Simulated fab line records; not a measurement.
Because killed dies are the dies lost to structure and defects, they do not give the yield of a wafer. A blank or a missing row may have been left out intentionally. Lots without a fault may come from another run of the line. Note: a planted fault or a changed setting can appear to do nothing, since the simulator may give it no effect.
Comparing a struck lot with a sound one    flow n5-finfet    41 out of 1938 route steps
Sound: wafers L809.2, L809.3, L809.4. Struck: wafers L805.3, L805.4, L805.6. The cause is named last.
Order at every step that has rows: each side's tool, ch and its chambers, its first start. Under that, the readings that differ: sound wafers    struck wafers    difference of the means    sigmas: that difference in standard deviations of wafers without a fault.
alike: readings whose means differ by less than 2 such deviations, and words and numbers that are the same on both sides. not compared: withheld readings, readings that some wafer has no value for, bounds like >300 that may hide the same value, and numbers for which the record gives no deviation and whose values overlap.
A row with sigmas, a row that says differs or no value, or rows on one side alone: a step with any of these is where the two part. Numbers that don't overlap but have no deviation are shown without sigmas and don't part them. A reading missing from all wafers of one side parts the sides only when that side holds two or more wafers.

first, 9 steps without rows for these wafers: N5_BEOL_M4_ANNEAL_95 (time 240 s); N5_BEOL_M4_SPUTTER_96 (material Cu, target thk 4.5 nm, time 8.29 s); N5_BEOL_M4_ECD_50 (material Cu, target thk 300 nm); N5_BEOL_M4_ANNEAL_51 (time 90 s); N5_BEOL_M4_CMP_52 (polishes, stops on SiOC, t overpolish 6.8 s, target thk 40 nm); N5_BEOL_M4_PRE_CLEAN_60 (time 15 s); N5_BEOL_M4_CO_CAP_55 (material Co, precursor CCTBA/H2, target thk 2 nm, time 102.1 s); N5_BEOL_M4_PRE_CLEAN_56 (time 15 s); N5_BEOL_M4_DEP_57 (deposits SiCN from 3MS/NH3, target thk 8 nm, time 14 s).
N5_BEOL_M4_RC_MEAS_101:
  sound on prober-01 ch 0, day 12 02:46; struck on prober-02 ch 0, day 11 02:20
  alike: DIBL_N, DIBL_P, IOFF_N, IOFF_P, ION_N, ION_P, SS_N, SS_P, VT_N, VT_P
then, 24 steps without rows for these wafers: N5_BEOL_M5_ILD_DEP_00 (deposits SiCOH lowk from DEMS/porogen, target thk 140.64 nm, time 25.9 s); N5_BEOL_M5_CURE_79 (cures SiCOH lowk, time 240 s); N5_BEOL_M5_PECVD_70 (deposits SiO2 from TEOS/O2, target thk 16 nm, time 18 s); N5_BEOL_M5_HM_DEP_02 (deposits TiN, target thk 20 nm); N5_BEOL_M5_COAT_59 (time 60 s, resist thk 60 nm); N5_BEOL_M5_COAT_60 (time 60 s, resist thk 12 nm); N5_BEOL_M5_COAT_71 (time 60 s, resist thk 5 nm); N5_BEOL_M5_COAT_05 (resist thk 30 nm); N5_BEOL_M5_EBR_07; N5_BEOL_M5_SOFTBAKE_06 (time 60 s); N5_BEOL_M5_EXPOSE_08 (exposes mask M5, target cd 28 nm); N5_BEOL_M5_PEB_09 (peb time 60 s); N5_BEOL_M5_DEVELOP_10 (develop time 30 s); N5_BEOL_M5_DESCUM_16 (chemistry O2, time 7 s); N5_BEOL_M5_ETCH_72 (etches underlayer in N2/H2, target depth 6.5 nm, time 5.2 s); N5_BEOL_M5_ETCH_61 (etches SiARC in CF4, target depth 15.6 nm, time 26 s); N5_BEOL_M5_ETCH_62 (etches SOC in N2/H2, target depth 75 nm, overetch 15 nm, time 112.5 s); N5_BEOL_M5_STRIP_63 (strips in N2/H2); N5_BEOL_M5_STRIP_73 (strips in N2/H2); N5_BEOL_M5_STRIP_64 (strips in CF4); N5_BEOL_M5_HM_OPEN_17 (chemistry Cl2/BCl3, target TiN, target depth 20 nm, overetch 6 nm); N5_BEOL_M5_STRIP_19 (strips in O2); N5_BEOL_M5_COAT_65 (time 60 s, resist thk 60 nm); N5_BEOL_M5_COAT_66 (time 60 s, resist thk 12 nm).
N5_BEOL_M8_STRIP_67: strips in CF4.
  sound on rie-diel-05 ch 0,1,3, day 13 14:56; struck on rie-diel-04 ch 0,2,3, day 12 14:42
  no value came back on the struck wafers for any of 7 readings (bias-power-w (W), cf4-flow-sccm (sccm) and others); on the sound wafers bias-power-w (W) reads 75.19 75.14 74.96
reading                                     sound  struck          difference  sigmas
model.SiARC_of_BEOL_M8_COAT_60.thk-nm (nm)  0 0 0  28.2 28.4 28.4  +28.3       
  not compared: rf-hours-counter-h
N5_BEOL_M8_STRIP_19: strips in O2.
  sound on rie-diel-06 ch 0,1, day 13 15:05; struck on rie-diel-04 ch 0,2, day 12 14:59
reading                                   sound  struck          difference  sigmas
model.SOC_of_BEOL_M8_COAT_59.thk-nm (nm)  0 0 0  91.4 91.8 91.6  +91.6       
  alike: chamber-pressure-mTorr, drypump-motor-current-A, oes-product-au, rf-vpp-V, showerhead-plenum-p-Torr, throttle-valve-pct
  not compared: rf-hours-counter-h
N5_BEOL_M8_ETCH_66: etches SOC in N2/H2, target depth 80 nm, overetch 16 nm, time 120 s.
  sound on rie-diel-06 ch 0,3, day 13 16:01; struck on rie-diel-04 ch 0,1,3, day 12 17:26
reading                      sound              struck             difference  sigmas
drypump-motor-current-A (A)  6.5 6.6 6.6        5.2 5.6 5.3        -1.2        -3
model.etch.depth-nm (nm)     60.16 60.01 60.27  92.02 95.17 97.47  +34.74      
  alike: n2-flow-sccm, oes-product-au, rf-vpp-V, showerhead-plenum-p-Torr, throttle-valve-pct
  not compared: rf-hours-counter-h
N5_BEOL_M8_VIA_ETCH_34: etches SiCOH lowk in C4F6/O2, target depth 125.5 nm, time 50.5 s.
  sound on rie-diel-06 ch 0,3, day 13 16:07; struck on rie-diel-04 ch 0,1,3, day 12 17:32
reading                      sound              struck             difference  sigmas
drypump-motor-current-A (A)  6.5 6.6 6.7        5.2 5.6 5.3        -1.2        -3
oes-product-au (a.u.)        0.82 0.89 0.89     0.26 0.34 0.31     -0.56       -6
throttle-valve-pct (%)       20.62 20.90 20.89  20.30 20.47 20.49  -0.38       -2
  alike: rf-vpp-V, showerhead-plenum-p-Torr
  not compared: rf-hours-counter-h
N5_BEOL_M8_ETCH_41: etches SiCN in CH3F/O2, target depth 31.9 nm, time 57.8 s.
  sound: rie-diel-06 ch 0,3; struck: rie-diel-04 ch 0,1,3
reading                                     sound        struck          difference  sigmas
drypump-motor-current-A (A)                 6.4 6.6 6.6  5.3 5.6 5.4     -1.1        -2
model.SiARC_of_BEOL_M8_COAT_60.thk-nm (nm)  0 0 0        17.6 17.8 17.6  +17.7       
  alike: oes-product-au, rf-vpp-V, showerhead-plenum-p-Torr, throttle-valve-pct
  not compared: rf-hours-counter-h
N5_BEOL_M8_OCD_MEAS_38:
  sound on ocd-02 at day 13 16:22; struck on ocd-01 at day 12 17:47
reading               sound           struck  difference                     sigmas
trench-depth-nm (nm)  95.2 92.6 91.7  - - -   no value on the struck wafers  
-- here the record skips 3 days between the struck wafers' starts before and after, leaving off in module BEOL_M8 and picking up in module PASSIVATION (first step shown: number 1936 of the route) --
N5_PASSIVATION_PROBE_49:
  sound on prober-01 at day 16 17:58; struck on prober-02 at day 15 13:16
reading                   sound           struck          difference  sigmas
defect-limited-yield (%)  90.3 89.3 91.7  0 0 0           -90         -60
killed_at_M4_up           17 20 15        1067 1072 1095  +1061       +99 or more
killed-dies               115 126 98      1180 1180 1180  +1067       +59
killed-on-rim             13 21 15        152 152 152     +136        +36
sort_bin_5_function (%)   5.3 6.3 4.2     96.0 95.3 96.4  +90.6       +99
sort-n-pass               1065 1054 1082  0 0 0           -1067       -59
sort-yield-pct (%)        90.3 89.3 91.7  0 0 0           -90         -60
  alike: killed_at_M0_to_M3, killed-at-contacts, killed-at-front-end, killed-at-other, killed-open, killed-short, sort_bin_6_memory

## WHERE THEY PART
Last at N5_PASSIVATION_PROBE_49 as far as this record goes, first at N5_BEOL_M8_STRIP_67.

WHY: whatever the simulator had introduced
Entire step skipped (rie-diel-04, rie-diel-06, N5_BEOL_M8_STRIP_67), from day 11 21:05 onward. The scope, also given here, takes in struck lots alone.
